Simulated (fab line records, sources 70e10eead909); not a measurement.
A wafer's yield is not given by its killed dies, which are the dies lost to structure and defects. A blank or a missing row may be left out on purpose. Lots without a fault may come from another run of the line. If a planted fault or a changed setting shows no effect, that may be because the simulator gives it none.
Struck lot and sound lot, side by side -- flow nand_harc -- 20 steps out of a route of 1302
Sound: wafers L188.1, L188.4, L188.6. Wafers struck: L192.3, L192.5, L192.6. At the end, the cause is stated.
Order at every step that has rows: each side's tool, ch and its chambers, its first start. Under that, the readings that differ: sound wafers -- struck wafers -- difference of the means -- sigmas: that difference in standard deviations of wafers without a fault.
alike: readings with means less than 2 such deviations apart, plus words and numbers identical on both sides. not compared: withheld readings, readings lacking a value on some wafer, bounds such as >300 that could conceal the same value, and numbers that have no deviation in the record and whose values overlap.
Wherever a step has rows on one side only, a row that says differs or no value, or a row with sigmas, the two part there. Numbers that have no deviation but don't overlap get no sigmas and don't part them. A reading missing from all wafers of one side parts the sides only when that side holds two or more wafers.

NHARC_P_GATE_ALD_36: deposits SiNx, target thk 20 nm, pulse time 60 s, ald cycles 223.
  sound on ald_sin-01 ch 0,3, day 7 16:56; struck on ald_sin-03 ch 1,2,3, day 9 11:26
  alike: heater_power_w, precursor_pulse_height_rel
NHARC_P_GATE_ETCHBACK_37: etches the open film in CHF3/O2, target depth 34.5 nm, time 17.2 s.
  sound: rie_diel-01 ch 1,2,3; struck: rie_diel-03 ch 1,2,3
  alike: drypump_motor_current_A, oes_product_au, rf_vpp_V, showerhead_plenum_p_Torr, throttle_valve_pct
  not compared: rf_hours_counter_h
NHARC_P_GATE_STRIP_101: strips in O2, time 20 s.
  sound on rie_diel-01 ch 1,2, day 8 02:26; struck on rie_diel-03 ch 1,2, day 9 17:53
reading,sound,struck,difference,sigmas
showerhead_plenum_p_Torr (Torr),3.34 3.36 3.34,3.59 3.59 3.74,+0.29,+2
  alike: drypump_motor_current_A, oes_product_au, rf_vpp_V, throttle_valve_pct
  not compared: rf_hours_counter_h
then, 9 steps without rows for these wafers: NHARC_P_GATE_PRECLEAN_97 (cleans in SPM, time 600 s); NHARC_P_GATE_SRD_98; NHARC_P_GATE_PRECLEAN_99 (cleans in SC1); NHARC_P_GATE_SRD_100; NHARC_P_GATE_DEHYDRATE_38 (time 120 s); NHARC_P_GATE_HMDS_39 (time 30 s); NHARC_P_GATE_COAT_40; NHARC_P_GATE_SOFTBAKE_41 (time 95 s); NHARC_P_GATE_EBR_42.
NHARC_P_GATE_EXPOSE_43: exposes mask P NSD, target cd 720 nm.
  sound on krf_scanner-03 ch 0, day 8 03:05; struck on krf_scanner-04 ch 0, day 9 18:39
reading,sound,struck,difference,sigmas
mask,P_NSD#0 P_NSD#0 P_NSD#0,P_NSD_R1#0 P_NSD_R1#0 P_NSD_R1#0,differs,
  alike: exposure_dose_mJ_cm2, focus_offset_nm
then, 2 steps without rows for these wafers: NHARC_P_GATE_PEB_44 (peb time 85 s); NHARC_P_GATE_DEVELOP_45 (time 70 s).
NHARC_P_GATE_CD_MEAS_46: target cd 720 nm.
  sound on cd_sem-03 ch 0, day 8 03:14; struck on cd_sem-03 ch 0, day 9 18:48
reading,sound,struck,difference,sigmas
cd_nm (nm),721.1 717.3 719.0,710.0 712.9 714.3,-6.7,-4
then, 1 step without rows for these wafers: NHARC_P_GATE_HARDBAKE_47 (time 80 s).
NHARC_P_GATE_DESCUM_48: chemistry O2, time 3 s.
  sound on rie_diel-10 ch 0,2, day 8 03:25; struck on rie_diel-10 ch 0,2,3, day 9 19:01
reading,sound,struck,difference,sigmas
model.P_GATE.cd_nm (nm),720.8 717.3 719,710.1 713 713.8,-6.7,
  alike: drypump_motor_current_A, oes_product_au, rf_vpp_V, showerhead_plenum_p_Torr, throttle_valve_pct
  not compared: rf_hours_counter_h
then, 1 step without rows for these wafers: NHARC_P_GATE_IMPLANT_49.
-- jump in the record: it breaks off in module P_GATE and resumes in module END (first step shown: number 1302 of the route), and 19 days separate the struck wafers' starts before and after --
NHARC_END_SORT_01:
  here the record holds rows for the struck wafers (prober-02 ch 0, day 28 17:42) but none for the sound ones

## WHERE THEY PART
At NHARC_P_GATE_STRIP_101 first; at NHARC_END_SORT_01 last (within this record only).

WHY: what the simulator had put in
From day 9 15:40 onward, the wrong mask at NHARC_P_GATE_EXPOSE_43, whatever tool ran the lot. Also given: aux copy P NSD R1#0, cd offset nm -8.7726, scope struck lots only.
